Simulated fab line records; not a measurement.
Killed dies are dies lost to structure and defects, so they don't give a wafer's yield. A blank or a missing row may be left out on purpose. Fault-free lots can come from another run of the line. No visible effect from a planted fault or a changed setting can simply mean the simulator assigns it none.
What tool caused it? :: flow nand-harc :: Sampling: 6 lots, 18 wafers, 4 of 1302 route steps

== WHAT THE GAUGES READ, wafer by wafer ==
NHARC_A_WL_FILL_INSPECT_15.
lot: L883
measured: day 22 05:25
on: defect-inspect-02
raw-defect-count: 504 470 445

lot: L887
measured: day 23 16:28
on: defect-inspect-01
raw-defect-count: 516 500 525

lot: L890
measured: day 25 15:44
on: defect-inspect-02
raw-defect-count: 512 384 390

lot: L897
measured: day 27 17:43
on: defect-inspect-01
raw-defect-count: 619 449 455

lot: L898
measured: day 28 19:09
on: defect-inspect-02
raw-defect-count: 278 331 358

lot: L903
measured: day 30 17:29
on: defect-inspect-01
raw-defect-count: 484 478 494

== WHICH TOOL RAN EACH LOT (tool, then ch and the chambers of the sampled wafers, then the start) ==
lot: L883
NHARC_A_SLIT_DESCUM_14: rie-diel-09 ch 0,1,3, day 20 21:47
NHARC_A_WL_FILL_ETCHBACK_05: rie-metal-01 ch 0,1, day 21 14:50
NHARC_A_WL_FILL_ETCHBACK_17: rie-metal-01 ch 0,1, day 21 23:02

lot: L887
NHARC_A_SLIT_DESCUM_14: rie-diel-09 ch 0,3, day 22 10:32
NHARC_A_WL_FILL_ETCHBACK_05: rie-metal-02 ch 1, day 22 23:47
NHARC_A_WL_FILL_ETCHBACK_17: rie-metal-03 ch 0,1, day 23 10:07

lot: L890
NHARC_A_SLIT_DESCUM_14: rie-diel-09 ch 0,1,2, day 24 07:14
NHARC_A_WL_FILL_ETCHBACK_05: rie-metal-01 ch 0,1, day 24 22:10
NHARC_A_WL_FILL_ETCHBACK_17: rie-metal-01 ch 0, day 25 08:20

lot: L897
NHARC_A_SLIT_DESCUM_14: rie-diel-09 ch 0,2,3, day 26 09:16
NHARC_A_WL_FILL_ETCHBACK_05: rie-metal-01 ch 0,1, day 26 23:53
NHARC_A_WL_FILL_ETCHBACK_17: rie-metal-01 ch 0,1, day 27 10:58

lot: L898
NHARC_A_SLIT_DESCUM_14: rie-diel-07 ch 0,2,3, day 27 08:16
NHARC_A_WL_FILL_ETCHBACK_05: rie-metal-03 ch 0,1, day 28 02:06
NHARC_A_WL_FILL_ETCHBACK_17: rie-metal-01 ch 0,1, day 28 12:55

lot: L903
NHARC_A_SLIT_DESCUM_14: rie-diel-04 ch 0,1,2, day 29 10:53
NHARC_A_WL_FILL_ETCHBACK_05: rie-metal-01 ch 0,1, day 30 01:06
NHARC_A_WL_FILL_ETCHBACK_17: rie-metal-02 ch 0,1, day 30 10:53
- NHARC_A_SLIT_DESCUM_14: chemistry O2, time 3 s.
- NHARC_A_WL_FILL_ETCHBACK_05: etches the open film in Cl2/BCl3, target depth 22 nm, time 60 s.
- NHARC_A_WL_FILL_ETCHBACK_17: etches the open film in Cl2/BCl3, target depth 4 nm, time 26.7 s.

== THE ANSWER, worked out from the rows above alone ==
Rule: the lots themselves supply what counts as usual. Put in order of their means at a reading, lots are off if they are a third of the lots or fewer, leave a main group of 4 or more, and stand apart from it by a gap of 3 or more times the standard deviation of the main group's means; of several such gaps the widest counts. If all means in a main group match to the digits the tables above print for the reading, that group is not used. A lot without any number at a reading at which 4 lots or more have one is off too. The other lots that the step has rows for count as sound.
Off: L898 (NHARC_A_WL_FILL_INSPECT_15, raw-defect-count). Main group: mean 482, sd 30.
If a tool, at a process step before that reading, ran all the lots that are off and no sound lot after the first of them, it fits. The gauges at NHARC_A_WL_FILL_INSPECT_15 are tried like those tools. Can't be told from this: 4 tools fit, rie-diel-07 at NHARC_A_SLIT_DESCUM_14, rie-metal-03 at NHARC_A_WL_FILL_ETCHBACK_05, rie-metal-01 at NHARC_A_WL_FILL_ETCHBACK_17, defect-inspect-02 at NHARC_A_WL_FILL_INSPECT_15.

== WHAT WAS PUT IN BY THE SIMULATOR ==
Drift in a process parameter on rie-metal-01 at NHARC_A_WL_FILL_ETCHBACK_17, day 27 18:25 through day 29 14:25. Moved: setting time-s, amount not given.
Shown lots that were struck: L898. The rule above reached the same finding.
